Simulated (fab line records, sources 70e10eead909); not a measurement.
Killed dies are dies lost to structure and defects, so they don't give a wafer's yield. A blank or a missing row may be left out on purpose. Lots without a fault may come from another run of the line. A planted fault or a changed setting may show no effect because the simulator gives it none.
Which tool did it? | flow nand_harc | 11 lots, 33 wafers sampled, at 4 steps of a route of 1302

WHAT THE GAUGES READ, wafer by wafer
NHARC_END_SORT_01.
lot  | measured     | on        | killed_dies
L550 | day 25 18:40 | prober-02 | 46 36 47
L551 | day 26 03:20 | prober-02 | 62 57 52
L554 | day 27 10:14 | prober-01 | 677 677 677
L556 | day 28 12:40 | prober-01 | 677 677 677
L562 | day 30 12:15 | prober-02 | 70 65 52
L564 | day 31 22:51 | prober-02 | 65 52 58
L563 | day 32 01:20 | prober-01 | 57 61 50
L568 | day 32 17:29 | prober-01 | 50 50 58
L567 | day 33 02:05 | prober-01 | 55 66 75
L566 | day 33 09:09 | prober-01 | 41 56 48
L569 | day 33 05:46 | prober-02 | 58 71 73

WHICH TOOL RAN EACH LOT (tool, then ch and the chambers of the sampled wafers, then the start)
lot  | NHARC_A_CHANNEL_HOLE_D2_ETCH_38    | NHARC_A_CHANNEL_HOLE_D2_ETCH_34               | NHARC_A_CHANNEL_HOLE_D2_ETCH_19
L550 | rie_diel-02 ch 1,2,3, day 14 06:13 | rie_diel-02 ch 1,3, day 14 07:14 or earlier   | har_etch-02 ch 0,1, day 14 07:19
L551 | rie_diel-05 ch 2,3, day 14 06:31   | rie_diel-05 ch 0,1, day 14 07:32 or earlier   | har_etch-01 ch 0,1, day 14 07:37
L554 | rie_diel-02 ch 0,2,3, day 16 11:05 | rie_diel-02 ch 0,2,3, day 16 12:07 or earlier | har_etch-01 ch 0,1, day 16 14:25
L556 | rie_diel-07 ch 1,3, day 17 00:11   | rie_diel-07 ch 0,2,3, day 17 01:14 or earlier | har_etch-01 ch 0,1, day 17 01:18
L562 | rie_diel-02 ch 0,2,3, day 19 17:49 | rie_diel-02 ch 0,1,2, day 19 18:50 or earlier | har_etch-01 ch 0,1, day 19 21:14
L564 | rie_diel-07 ch 0,1,3, day 20 10:21 | rie_diel-07 ch 0,1,3, day 20 11:22 or earlier | har_etch-02 ch 0,1, day 20 11:56
L563 | rie_diel-05 ch 0,3, day 20 12:23   | rie_diel-05 ch 0,1,3, day 20 13:25 or earlier | har_etch-01 ch 0,1, day 20 13:46
L568 | rie_diel-02 ch 0,1, day 21 17:05   | rie_diel-02 ch 0,2, day 21 18:05 or earlier   | har_etch-01 ch 0,1, day 21 18:10
L567 | rie_diel-05 ch 0,1, day 21 20:56   | rie_diel-05 ch 0,1, day 21 21:58 or earlier   | har_etch-01 ch 0,1, day 21 22:20
L566 | rie_diel-02 ch 1,2,3, day 22 02:58 | rie_diel-02 ch 1,2,3, day 22 03:59 or earlier | har_etch-01 ch 0,1, day 22 06:40
L569 | rie_diel-02 ch 0,1,2, day 22 04:41 | rie_diel-02 ch 0,2,3, day 22 05:42 or earlier | har_etch-02 ch 0,1, day 22 08:02
- NHARC_A_CHANNEL_HOLE_D2_ETCH_38: etches the open film in CF4, target depth 39 nm, time 65 s.
- NHARC_A_CHANNEL_HOLE_D2_ETCH_34: etches the open film in CF4/CHF3, target depth 154 nm, time 77 s.
- NHARC_A_CHANNEL_HOLE_D2_ETCH_19: etches the open film in C4F8/O2/Ar, time 34.5 s.

THE ANSWER, worked out from the rows above alone
Rule: what is usual is taken from the lots themselves. Put in order of their means at a reading, lots are off if they are a third of the lots or fewer, leave a main group of 4 or more, and stand apart from it by a gap of 3 or more times the standard deviation of the main group's means; of several such gaps the widest counts. A main group whose means are all the same, to the digits that the tables above print for the reading, isn't used. A lot without any number at a reading at which 4 lots or more have one is off too. The other lots that the step has rows for count as sound.
Off: L554, L556, at NHARC_END_SORT_01 (killed_dies). The main group: mean 57, standard deviation 7.4.
A tool fits if, at a process step before that reading, it ran every lot that is off, and no sound lot after the first of them. The gauges at NHARC_END_SORT_01 are tried like those tools. NHARC_A_CHANNEL_HOLE_D2_ETCH_34 gives no start for some lots, so the hours and the order of its lots are those of NHARC_A_CHANNEL_HOLE_D2_CD_MEAS_18. None of those tried fits.

WHAT THE SIMULATOR HAD PUT IN
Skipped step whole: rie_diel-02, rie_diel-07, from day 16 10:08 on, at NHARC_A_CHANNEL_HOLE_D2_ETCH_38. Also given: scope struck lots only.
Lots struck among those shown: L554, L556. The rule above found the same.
